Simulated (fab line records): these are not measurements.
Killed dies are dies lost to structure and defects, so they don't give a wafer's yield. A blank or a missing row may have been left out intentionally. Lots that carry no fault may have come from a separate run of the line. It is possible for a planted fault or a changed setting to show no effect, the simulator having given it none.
fab line records ; flow n5-finfet ; part 1 of 2: steps 1 to 19 of 26
[record] lots = 5; wafers = 15; last-day = 19
route steps=1938 shown SDB@353 DUMMY_REMOVAL@377
lots that met no fault: taken from a fault-free run of the same line
start-h: hours from the record's opening day to when the first of the lot's shown wafers began ; wait-h: hours since the lot's step before ; " identical to the entry in the row above ; L1.1+2: a row that stands for several wafers ; - no value, or no start was given ; * or withheld: withheld ; < > ~ a bound
route shown NAME@n: NAME is a module with steps in the file, n the number in the route of the first one ; usual: mean and standard deviation over wafers with no fault ; same: alike in all rows ; chamber/n: place in a boat ; sites: the reading at each site ; _std_site: the standard deviation of these ; _edge_site: the outer-site mean with the inner-site mean subtracted ; radius-mm: for every site, how far away it sits from the centre of the wafer ; mask NAME#n: copy n ; behind: the last tool/chamber to shape the wafer ; hold: the reason the lot was held/the length of the hold in hours/how it ended ; device: which transistor (n, p or np) failed to switch ; end of line: the same wafers' tests at the end of the route ; for a step that has no rows: nothing shown but its recipe ; killed: at the first sort, the dies lost to defects and structure; wafer yield is something else ; map: per-die view of a wafer (x killed, . not killed, _ where there is no die)
set.NAME: setting as actually run; set.NAME@STEP: the setting as run at that earlier step ; model.NAME: the simulator's own value behind a step, which no gauge read
lots at selected steps of the route; one table per step, one row per wafer
services: a tool's chamber out of use, with start hour (start-h, from the record's first day; less than 0 if before it), hours out, and reason
[[steps]]
[step N5_SDB_EXPOSE_08]
[recipe] mask-id = SDB; na = 1.35; source-shape = conventional; sigma-outer = 0.5; polarization = unpolarized; dose-mj = 49.6
[same] na = 1.35
lot.wafer;tool;chamber;start-h;wait-h;mask
L076.1+4+6;arfi-scanner-02;0;79.63;-;SDB#0
L078.3+4+5;arfi-scanner-03;0;90.65;-;SDB#0
L088.3+5+6;arfi-scanner-01;0;149.53;-;SDB#0
L094.1+4+6;arfi-scanner-02;0;186.72;-;SDB#0
L095.2+3+6;arfi-scanner-01;0;192.94;-;SDB#0
[step N5_SDB_PEB_09]
[recipe] peb-temp-c = withheld; peb-time-s = 60; resist = CAR-ArF
lot.wafer;tool;chamber;start-h;wait-h
L076.1+4+6;litho-track-04;0;79.69;0.1
L078.3+4+5;litho-track-03;0;90.70;0.0
L088.3+5+6;litho-track-04;0;149.58;0.0
L094.1+4+6;litho-track-03;0;186.78;0.1
L095.2+3+6;litho-track-05;0;192.99;0.0
[step N5_SDB_DEVELOP_10]
[recipe] develop-time-s = 30; developer = TMAH; resist = CAR-ArF; rinse-liquid = diw; dry = air-spin; dev-temp-c = 23
lot.wafer;tool;chamber;start-h;wait-h
L076.1+4+6;litho-track-04;0;-;-
L078.3+4+5;litho-track-03;0;-;-
L088.3+5+6;litho-track-04;0;-;-
L094.1+4+6;litho-track-03;0;-;-
L095.2+3+6;litho-track-05;0;-;-
[step N5_SDB_CD_MEAS_11]
[recipe] target-cd-nm = 50; landing-energy-ev = 500; detector = se-inlens; polarity = opening
[usual] cd-nm = 50.1/1
lot.wafer;tool;chamber;start-h;wait-h;cd-nm
L076.1;cd-sem-03;0;79.75;-;50.3
L076.4;cd-sem-03;0;79.75;-;50.8
L076.6;cd-sem-03;0;79.75;-;51.9
L078.3;cd-sem-02;0;90.77;-;50.5
L078.4;cd-sem-02;0;90.77;-;50.3
L078.5;cd-sem-02;0;90.77;-;50.7
L088.3;cd-sem-02;0;149.65;-;50.7
L088.5;cd-sem-02;0;149.65;-;49.8
L088.6;cd-sem-02;0;149.65;-;49.8
L094.1;cd-sem-02;0;186.85;-;49.3
L094.4;cd-sem-02;0;186.85;-;51.6
L094.6;cd-sem-02;0;186.85;-;51.0
L095.2;cd-sem-01;0;193.06;-;49.9
L095.3;cd-sem-01;0;193.06;-;48.1
L095.6;cd-sem-01;0;193.06;-;50.3
[step N5_SDB_OVL_MEAS_12]
[recipe] points-per-wafer = 44
[usual] SDB_OVL = 0.7/0.78
lot.wafer;tool;chamber;start-h;wait-h;SDB_OVL[nm]
L076.1;overlay-01;0;79.78;0.0;0.2
L076.4;overlay-01;0;79.78;0.0;0.5
L076.6;overlay-01;0;79.78;0.0;0.4
L078.3;overlay-01;0;90.79;0.0;-0.7
L078.4;overlay-01;0;90.79;0.0;0.0
L078.5;overlay-01;0;90.79;0.0;0.1
L088.3;overlay-02;0;149.68;0.0;0.6
L088.5;overlay-02;0;149.68;0.0;0.9
L088.6;overlay-02;0;149.68;0.0;0.6
L094.1;overlay-02;0;186.88;0.0;1.4
L094.4;overlay-02;0;186.88;0.0;0.8
L094.6;overlay-02;0;186.88;0.0;1.6
L095.2;overlay-02;0;193.09;0.0;0.4
L095.3;overlay-02;0;193.09;0.0;1.9
L095.6;overlay-02;0;193.09;0.0;0.9
[step N5_SDB_INSPECT_13]
[recipe] mode = adi; inspect-instrument = brightfield
[usual] raw-defect-count = 74/29
lot.wafer;tool;chamber;start-h;wait-h;raw-defect-count
L076.1;defect-inspect-01;-;79.81;0.0;58
L076.4;defect-inspect-01;-;79.81;0.0;59
L076.6;defect-inspect-01;-;79.81;0.0;61
L078.3;defect-inspect-02;-;90.82;0.0;76
L078.4;defect-inspect-02;-;90.82;0.0;88
L078.5;defect-inspect-02;-;90.82;0.0;83
L088.3;defect-inspect-02;-;149.70;0.0;78
L088.5;defect-inspect-02;-;149.70;0.0;118
L088.6;defect-inspect-02;-;149.70;0.0;87
L094.1;defect-inspect-01;-;186.90;0.0;64
L094.4;defect-inspect-01;-;186.90;0.0;61
L094.6;defect-inspect-01;-;186.90;0.0;41
L095.2;defect-inspect-01;-;193.11;0.0;70
L095.3;defect-inspect-01;-;193.11;0.0;70
L095.6;defect-inspect-01;-;193.11;0.0;73
[step N5_SDB_DESCUM_16]
[recipe] chemistry = O2; time-s = 7.9; source-power-w = 50; bias-power-w = 20; pressure-mtorr = 20; rf-frequency-hz = 2.712e+07; temp-c = 40; resist = CAR-ArF; o2-flow-sccm = 225
[usual] bias-power-w = 20.00/0.059; drypump-motor-current-A = 5.50/0.23; oes-product-au = 0.79/0.079; rf-vpp-V = 243.3/1.3; showerhead-plenum-p-Torr = 2.10/0.07; throttle-valve-pct = 20.38/0.26
lot.wafer;tool;chamber;start-h;wait-h;bias-power-w;drypump-motor-current-A;oes-product-au;rf-hours-counter-h;rf-vpp-V;showerhead-plenum-p-Torr;throttle-valve-pct
L076.1;rie-diel-06;2;79.84;0.0;20.04;5.27;0.75;155;242.2;2.09;20.15
L076.4;rie-diel-06;3;79.84;0.0;20.01;5.31;0.84;91;243.1;2.12;20.49
L076.6;rie-diel-06;2;79.84;0.0;20.06;5.27;0.76;-;242.6;2.09;20.14
L078.3;rie-diel-06;0;90.89;0.1;19.93;5.54;0.77;150;241.4;2.01;20.57
L078.4;rie-diel-06;3;90.89;0.1;19.99;5.35;0.83;95;244.1;2.12;20.52
L078.5;rie-diel-06;0;90.89;0.1;19.96;5.53;0.76;-;241.9;2.00;20.57
L088.3;rie-diel-05;3;149.73;0.0;19.99;5.60;0.94;20;244.1;2.14;20.29
L088.5;rie-diel-05;1;149.73;0.0;20.00;5.55;0.68;-;244.8;2.15;20.70
L088.6;rie-diel-05;2;149.73;0.0;19.94;5.90;0.71;-;242.7;2.08;20.29
L094.1;rie-diel-03;0;186.94;0.0;20.01;5.47;0.73;168;243.8;2.09;20.42
L094.4;rie-diel-03;3;186.94;0.0;19.99;5.22;0.87;50;245.2;2.13;20.70
L094.6;rie-diel-03;0;186.94;0.0;19.97;5.46;0.73;-;243.3;2.09;20.42
L095.2;rie-diel-05;2;193.15;0.0;20.11;5.90;0.72;204;243.1;2.08;20.30
L095.3;rie-diel-05;0;193.15;0.0;20.05;5.11;0.74;172;245.1;2.17;20.78
L095.6;rie-diel-05;3;193.15;0.0;20.07;5.59;0.90;-;245.1;2.14;20.32
[step N5_SDB_ETCH_17]
[recipe] chemistry = CF4; target = SiARC; target-depth-a = 234; mask-material = CAR-ArF; time-s = 39; ion-energy-ev = 80; pressure-mtorr = 40; source-w = 545; bias-w = 36; Ar_flow_sccm = 100; cf4-flow-sccm = 100; ends = cleared
[usual] bias-w = 35.99/0.11; drypump-motor-current-A = 5.50/0.23; etch-rf-on-time-s = 39.2/0.59; oes-product-au = 0.68/0.068; rf-vpp-V = 184.2/1.2; showerhead-plenum-p-Torr = 2.15/0.065; throttle-valve-pct = 15.57/0.24
lot.wafer;tool;chamber;start-h;wait-h;bias-w;drypump-motor-current-A;etch-rf-on-time-s;oes-product-au;rf-hours-counter-h;rf-vpp-V;showerhead-plenum-p-Torr;throttle-valve-pct
L076.1;rie-diel-06;2;79.88;0.0;35.95;5.29;39.1;0.64;155;183.1;2.14;15.37
L076.4;rie-diel-06;3;79.88;0.0;36.01;5.36;38.7;0.71;91;183.3;2.16;15.63
L076.6;rie-diel-06;2;79.88;0.0;35.84;5.27;38.6;0.64;-;184.7;2.14;15.36
L078.3;rie-diel-06;0;90.92;0.0;36.06;5.57;39.6;0.65;150;183.7;2.06;15.73
L078.4;rie-diel-06;3;90.92;0.0;35.97;5.31;38.7;0.70;95;184.5;2.16;15.63
L078.5;rie-diel-06;0;90.92;0.0;35.98;5.56;39.2;0.66;-;184.0;2.06;15.73
L088.3;rie-diel-05;3;149.77;0.0;35.91;5.59;38.6;0.80;20;184.9;2.19;15.41
L088.5;rie-diel-05;1;149.77;0.0;35.97;5.50;39.6;0.59;-;184.7;2.19;15.89
L088.6;rie-diel-05;2;149.77;0.0;36.03;5.91;40.4;0.61;-;183.1;2.13;15.51
L094.1;rie-diel-03;0;186.97;0.0;35.99;5.43;39.8;0.61;168;183.6;2.14;15.63
L094.4;rie-diel-03;3;186.97;0.0;35.91;5.27;39.0;0.73;50;185.8;2.17;15.78
L094.6;rie-diel-03;0;186.97;0.0;35.91;5.43;39.7;0.62;-;184.5;2.14;15.63
L095.2;rie-diel-05;2;193.18;0.0;35.98;5.92;40.5;0.60;204;185.0;2.13;15.54
L095.3;rie-diel-05;0;193.18;0.0;35.88;5.12;39.3;0.63;172;185.6;2.22;15.95
L095.6;rie-diel-05;3;193.18;0.0;35.85;5.59;39.3;0.76;-;184.7;2.18;15.44
[step N5_SDB_ETCH_18]
[recipe] chemistry = N2/H2; target = SOC; target-depth-a = 1000; overetch-a = 200; mask-material = SiARC; temp-c = 40; time-s = 150; ion-energy-ev = 200; pressure-mtorr = 30; source-w = 840; bias-w = 150; n2-flow-sccm = 200; h2-flow-sccm = 200
[usual] bias-w = 150.0/0.46; drypump-motor-current-A = 5.51/0.24; oes-product-au = 0.71/0.067; rf-vpp-V = 524.1/2.4; showerhead-plenum-p-Torr = 2.55/0.082; throttle-valve-pct = 17.78/0.23
lot.wafer;tool;chamber;start-h;wait-h;bias-w;drypump-motor-current-A;oes-product-au;rf-hours-counter-h;rf-vpp-V;showerhead-plenum-p-Torr;throttle-valve-pct
L076.1;rie-diel-06;2;79.91;0.0;149.8;5.29;0.68;155;523.1;2.54;17.55
L076.4;rie-diel-06;3;79.91;0.0;149.2;5.35;0.74;91;524.5;2.57;17.93
L076.6;rie-diel-06;2;79.91;0.0;150.1;5.24;0.67;-;523.7;2.54;17.55
L078.3;rie-diel-06;0;90.96;0.0;149.1;5.53;0.69;150;522.7;2.43;17.90
L078.4;rie-diel-06;3;90.96;0.0;149.8;5.36;0.74;95;524.9;2.57;17.93
L078.5;rie-diel-06;0;90.96;0.0;149.1;5.55;0.69;-;521.9;2.43;17.93
L088.3;rie-diel-05;3;149.80;0.0;149.5;5.61;0.83;20;525.0;2.60;17.63
L088.5;rie-diel-05;1;149.80;0.0;150.3;5.56;0.63;-;525.9;2.61;18.16
L088.6;rie-diel-05;2;149.80;0.0;150.2;5.92;0.67;-;523.4;2.53;17.63
L094.1;rie-diel-03;0;187.01;0.0;150.5;5.45;0.66;168;523.0;2.54;17.76
L094.4;rie-diel-03;3;187.01;0.0;150.0;5.23;0.77;50;525.8;2.58;17.98
L094.6;rie-diel-03;0;187.01;0.0;150.3;5.45;0.66;-;522.4;2.54;17.76
L095.2;rie-diel-05;2;193.22;0.0;150.5;5.93;0.65;204;523.7;2.52;17.66
L095.3;rie-diel-05;0;193.22;0.0;149.5;5.13;0.67;172;527.4;2.64;18.11
L095.6;rie-diel-05;3;193.22;0.0;150.1;5.59;0.80;-;526.2;2.59;17.64
[step N5_SDB_STRIP_19]
[recipe] chemistry = N2/H2; temp-c = 40; n2-flow-sccm = 200; h2-flow-sccm = 200; rf-frequency-hz = 6e+07
lot.wafer;tool;chamber;start-h;wait-h
L076.1+4+6;rie-diel-06;2,3,2;80.04;0.1
L078.3+4+5;rie-diel-06;0,3,0;91.08;0.1
L088.3+5+6;rie-diel-05;3,1,2;149.93;0.1
L094.1+4+6;rie-diel-03;0,3,0;187.13;0.1
L095.2+3+6;rie-diel-05;2,0,3;193.35;0.1
[step N5_SDB_STRIP_21]
[recipe] chemistry = CF4; resist = SiARC; power-w = 300; bias-power-w = 75; pressure-mtorr = 50; cf4-flow-sccm = 150; rf-frequency-hz = 6e+07
[usual] bias-power-w = 75.01/0.24; drypump-motor-current-A = 5.50/0.23; oes-product-au = 0.78/0.074; power-w = 300.1/0.97; rf-vpp-V = 271.2/1.4; showerhead-plenum-p-Torr = 1.80/0.055; throttle-valve-pct = 13.55/0.25
lot.wafer;tool;chamber;start-h;wait-h;bias-power-w;drypump-motor-current-A;oes-product-au;power-w;rf-hours-counter-h;rf-vpp-V;showerhead-plenum-p-Torr;throttle-valve-pct
L076.1;rie-diel-06;2;80.05;0.0;74.82;5.25;0.75;299.8;156;270.4;1.79;13.38
L076.4;rie-diel-06;3;80.05;0.0;74.98;5.32;0.81;299.0;91;270.9;1.81;13.56
L076.6;rie-diel-06;2;80.05;0.0;74.94;5.26;0.75;300.6;-;271.6;1.79;13.37
L078.3;rie-diel-06;0;91.09;0.0;75.29;5.53;0.76;299.5;150;268.7;1.72;13.70
L078.4;rie-diel-06;3;91.09;0.0;74.84;5.32;0.81;300.4;95;272.7;1.81;13.56
L078.5;rie-diel-06;0;91.09;0.0;75.09;5.52;0.76;298.9;-;268.8;1.72;13.69
L088.3;rie-diel-05;3;149.94;0.0;74.84;5.60;0.92;299.8;20;274.5;1.84;13.37
L088.5;rie-diel-05;1;149.94;0.0;74.97;5.55;0.69;300.0;-;272.5;1.84;13.92
L088.6;rie-diel-05;2;149.94;0.0;75.31;5.91;0.72;301.1;-;270.6;1.78;13.49
L094.1;rie-diel-03;0;187.14;0.0;75.35;5.44;0.72;299.0;168;272.9;1.79;13.62
L094.4;rie-diel-03;3;187.14;0.0;74.98;5.30;0.84;301.4;50;269.9;1.82;13.72
L094.6;rie-diel-03;0;187.14;0.0;75.58;5.44;0.73;300.8;-;271.0;1.79;13.62
L095.2;rie-diel-05;2;193.36;0.0;74.65;5.93;0.72;300.6;204;271.5;1.78;13.52
L095.3;rie-diel-05;0;193.36;0.0;75.46;5.10;0.73;300.0;173;273.7;1.86;13.94
L095.6;rie-diel-05;3;193.36;0.0;75.05;5.58;0.89;302.3;-;271.1;1.83;13.41
[step N5_SDB_HM_OPEN_20]
[recipe] chemistry = CH3F/O2; target = SiNx; mask-material = SOC; target-depth-a = 240; stop-on = poly-Si; over-etch-frac = 0.4; ion-energy-ev = 120; pressure-mtorr = 30; source-w = 395; bias-w = 73; Ar_flow_sccm = 150; CH3F_flow_sccm = 30; O2_flow_sccm = 20
[usual] bias-w = 73.01/0.22; drypump-motor-current-A = 5.50/0.24; oes-product-au = 0.65/0.062; rf-vpp-V = 298.7/2.5; showerhead-plenum-p-Torr = 2.01/0.063; throttle-valve-pct = 16.30/0.23
lot.wafer;tool;chamber;start-h;wait-h;bias-w;drypump-motor-current-A;oes-product-au;rf-hours-counter-h;rf-vpp-V;showerhead-plenum-p-Torr;throttle-valve-pct
L076.1;rie-diel-06;2;80.07;0.0;73.03;5.31;0.62;156;300.6;2.00;16.11
L076.4;rie-diel-06;3;80.07;0.0;72.71;5.31;0.70;91;300.6;2.02;16.37
L076.6;rie-diel-06;2;80.07;0.0;73.08;5.27;0.61;-;301.8;2.00;16.10
L078.3;rie-diel-06;0;91.11;0.0;73.48;5.51;0.62;150;297.2;1.92;16.49
L078.4;rie-diel-06;3;91.11;0.0;73.01;5.33;0.68;95;299.1;2.02;16.38
L078.5;rie-diel-06;0;91.11;0.0;72.98;5.51;0.64;-;296.9;1.92;16.47
L088.3;rie-diel-05;3;149.96;0.0;73.30;5.57;0.76;20;298.7;2.04;16.12
L088.5;rie-diel-05;1;149.96;0.0;73.36;5.51;0.58;-;300.4;2.05;16.60
L088.6;rie-diel-05;2;149.96;0.0;72.86;5.89;0.61;-;300.1;2.00;16.28
L094.1;rie-diel-03;0;187.16;0.0;73.13;5.50;0.59;168;298.1;2.00;16.34
L094.4;rie-diel-03;3;187.16;0.0;73.22;5.27;0.70;50;297.7;2.03;16.50
L094.6;rie-diel-03;0;187.16;0.0;73.12;5.45;0.60;-;299.1;2.00;16.33
L095.2;rie-diel-05;2;193.38;0.0;73.35;5.92;0.59;204;300.5;1.99;16.29
L095.3;rie-diel-05;0;193.38;0.0;73.03;5.11;0.61;173;295.3;2.07;16.65
L095.6;rie-diel-05;3;193.38;0.0;72.69;5.59;0.74;-;298.7;2.04;16.15
[step N5_SDB_STRIP_22]
[recipe] chemistry = N2/H2; power-w = 1000; temp-c = 250; h2-frac = 0.65; overash-fraction = 0.3; pressure-mtorr = withheld; n2-flow-sccm = 1750; h2-flow-sccm = 3250
[usual] drypump-motor-current-A = 5.7/0.66; heater-power-w = 327/50; oes-product-au = 0.715/0.0046; strip-time-to-endpoint-s = 96.45/0.29
lot.wafer;tool;chamber;start-h;wait-h;drypump-motor-current-A;heater-power-w;oes-product-au;rf-hours-counter-h;strip-time-to-endpoint-s
L076.1;plasma-asher-01;0;80.15;0.1;5.8;282;0.710;37;96.75
L076.4;plasma-asher-01;0;80.15;0.1;5.8;293;0.712;-;96.32
L076.6;plasma-asher-01;0;80.15;0.1;5.8;283;0.721;-;96.24
L078.3;plasma-asher-01;0;91.24;0.1;5.8;286;0.714;-;96.47
L078.4;plasma-asher-01;1;91.24;0.1;4.8;345;0.717;-;96.58
L078.5;plasma-asher-01;1;91.24;0.1;4.8;336;0.710;-;96.56
L088.3;plasma-asher-02;1;150.08;0.1;6.5;406;0.711;-;96.36
L088.5;plasma-asher-02;0;150.08;0.1;6.1;285;0.716;-;97.07
L088.6;plasma-asher-02;1;150.08;0.1;6.5;414;0.720;-;97.09
L094.1;plasma-asher-01;1;187.24;0.1;4.7;337;0.717;61;96.76
L094.4;plasma-asher-01;0;187.24;0.1;5.8;283;0.703;-;96.78
L094.6;plasma-asher-01;1;187.24;0.1;4.7;339;0.718;-;96.86
L095.2;plasma-asher-02;1;193.47;0.1;6.5;415;0.727;107;96.60
L095.3;plasma-asher-02;1;193.47;0.1;6.5;421;0.721;-;96.24
L095.6;plasma-asher-02;1;193.47;0.1;6.5;422;0.716;-;96.24
[step N5_SDB_PRECLEAN_23]
[recipe] chemistry = dHF; time-s = 30; temp-c = 25; dilution = withheld
lot.wafer;tool;chamber;start-h;wait-h
L076.1+4+6;wet-bench-06;6,4,2;80.30;0.1
L078.3+4+5;wet-bench-05;1,0,4;91.34;0.1
L088.3+5+6;wet-bench-06;1,2,7;150.19;0.1
L094.1+4+6;wet-bench-05;0,5,4;187.39;0.1
L095.2+3+6;wet-bench-06;5,2,4;193.62;0.1
[step N5_SDB_DUMMY_REMOVE_24]
[recipe] chemistry = TMAH; temp-c = 70; target = poly-Si; stop-on = SiO2; target-depth-nm = 142; conc-wt-pct = 5; time-s = 57; dry = ipa-marangoni; rinse-time-s = 30; rinse-temp-c = 23
lot.wafer;tool;chamber;start-h;wait-h
L076.1+4+6;wet-bench-06;6,4,2;80.31;0.0
L078.3+4+5;wet-bench-05;1,0,4;91.35;0.0
L088.3+5+6;wet-bench-06;1,2,7;150.20;0.0
L094.1+4+6;wet-bench-05;0,5,4;187.40;0.0
L095.2+3+6;wet-bench-06;5,2,4;193.63;0.0
[step N5_SDB_ETCH_25]
[recipe] chemistry = C4F6/O2; target = SiO2; target-depth-a = 100; time-s = 3.3; ion-energy-ev = 250; mask-material = SiNx; pressure-mtorr = 30; source-w = 345; bias-w = 185; Ar_flow_sccm = 300; C4F6_flow_sccm = 10; O2_flow_sccm = 10
[usual] bias-w = 185.0/0.5; drypump-motor-current-A = 5.48/0.22; oes-product-au = 0.80/0.077; rf-vpp-V = 669/5; showerhead-plenum-p-Torr = 2.85/0.084; throttle-valve-pct = 21.11/0.22
lot.wafer;tool;chamber;start-h;wait-h;bias-w;drypump-motor-current-A;oes-product-au;rf-hours-counter-h;rf-vpp-V;showerhead-plenum-p-Torr;throttle-valve-pct
L076.1;rie-diel-06;0;80.66;0.3;185.2;5.54;0.77;146;666;2.74;21.33
L076.4;rie-diel-06;1;80.66;0.3;184.5;5.88;0.85;55;669;2.90;20.74
L076.6;rie-diel-06;2;80.66;0.3;184.8;5.27;0.75;-;672;2.85;20.91
L078.3;rie-diel-05;0;91.42;0.0;184.8;5.11;0.76;137;661;2.96;21.40
L078.4;rie-diel-05;1;91.42;0.0;185.1;5.54;0.70;226;672;2.92;21.35
L078.5;rie-diel-05;2;91.42;0.0;185.2;5.89;0.74;-;674;2.85;21.04
L088.3;rie-diel-03;2;150.26;0.0;184.4;5.60;0.76;136;659;2.63;21.19
L088.5;rie-diel-03;0;150.26;0.0;185.2;5.43;0.74;-;667;2.85;21.12
L088.6;rie-diel-03;1;150.26;0.0;183.9;5.46;0.91;-;674;2.89;20.75
L094.1;rie-diel-03;2;187.46;0.0;184.9;5.59;0.75;149;658;2.63;21.20
L094.4;rie-diel-03;1;187.46;0.0;185.8;5.46;0.88;44;675;2.89;20.78
L094.6;rie-diel-03;0;187.46;0.0;185.1;5.44;0.73;-;667;2.84;21.15
L095.2;rie-diel-05;3;193.69;0.0;184.7;5.60;0.90;38;668;2.90;21.04
L095.3;rie-diel-05;2;193.69;0.0;185.2;5.86;0.71;204;673;2.83;21.06
L095.6;rie-diel-05;2;193.69;0.0;185.7;5.89;0.71;-;676;2.83;21.08
[step N5_SDB_CUT_ETCH_26]
[recipe] chemistry = HBr/Cl2/O2; target = Si; target-depth-a = 1296; bt-time-s = 20; mask-material = SiNx; time-s = 51.8; ion-energy-ev = *; bias-w = *; pressure-mtorr = 10; icp-w = 800; HBr_flow_sccm = 150; Cl2_flow_sccm = 80; O2_flow_sccm = 12
[usual] HBr_flow_sccm = 150.0/0.42; bias-w = *; drypump-motor-current-A = 5.8/0.35; he-backside-leak-sccm = 2.72/0.25; oes-product-au = 0.996/0.0098; throttle-valve-pct = 37.21/0.26
lot.wafer;tool;chamber;start-h;wait-h;HBr_flow_sccm;bias-w;drypump-motor-current-A;he-backside-leak-sccm;oes-product-au;rf-hours-counter-h;throttle-valve-pct
L076.1;rie-si-01;3;80.75;0.1;150.6;*;6.1;3.03;0.994;145;37.43
L076.4;rie-si-01;1;80.75;0.1;150.4;*;5.5;2.52;0.999;3;36.88
L076.6;rie-si-01;2;80.75;0.1;150.9;*;5.5;2.63;1.007;-;37.51
L078.3;rie-si-01;3;91.50;0.1;150.4;*;6.0;3.03;0.996;145;37.43
L078.4;rie-si-01;0;91.50;0.1;150.3;*;5.5;2.65;1.008;168;36.79
L078.5;rie-si-01;2;91.50;0.1;149.8;*;5.5;2.53;1.008;-;37.48
L088.3;rie-si-03;3;150.35;0.1;149.7;*;5.4;2.70;0.986;99;37.18
L088.5;rie-si-03;0;150.35;0.1;149.8;*;5.9;2.66;0.979;-;36.93
L088.6;rie-si-03;3;150.35;0.1;149.9;*;5.4;2.71;0.983;-;37.18
L094.1;rie-si-01;3;187.55;0.1;149.6;*;6.1;3.15;0.998;147;37.42
L094.4;rie-si-01;2;187.55;0.1;150.5;*;5.5;2.60;1.016;10;37.48
L094.6;rie-si-01;0;187.55;0.1;149.8;*;5.5;2.84;1.002;-;36.78
L095.2;rie-si-03;0;193.78;0.1;149.6;*;5.9;2.66;0.989;122;36.92
L095.3;rie-si-03;3;193.78;0.1;150.0;*;5.4;2.58;0.980;100;37.20
L095.6;rie-si-03;3;193.78;0.1;150.8;*;5.4;2.52;0.983;-;37.21
[step N5_SDB_PRECLEAN_38]
[recipe] chemistry = dHF; time-s = 10; dilution = 750:1; temp-c = 25
lot.wafer;tool;chamber;start-h;wait-h
L076.1+4+6;wet-bench-05;0,6,7;80.87;0.1
L078.3+4+5;wet-bench-05;1,6,7;91.62;0.1
L088.3+5+6;wet-bench-06;0,7,6;150.46;0.1
L094.1+4+6;wet-bench-06;1,6,2;187.66;0.1
L095.2+3+6;wet-bench-05;0,1,5;193.89;0.1
[step N5_SDB_PRECLEAN_39]
[recipe] chemistry = O3/DIW; time-s = 45; temp-c = 22; o3-ppm = 10
lot.wafer;tool;chamber;start-h;wait-h
L076.1+4+6;wet-bench-05;0,6,7;80.87;0.0
L078.3+4+5;wet-bench-05;1,6,7;91.62;0.0
L088.3+5+6;wet-bench-06;0,7,6;150.47;0.0
L094.1+4+6;wet-bench-06;1,6,2;187.67;0.0
L095.2+3+6;wet-bench-05;0,1,5;193.90;0.0
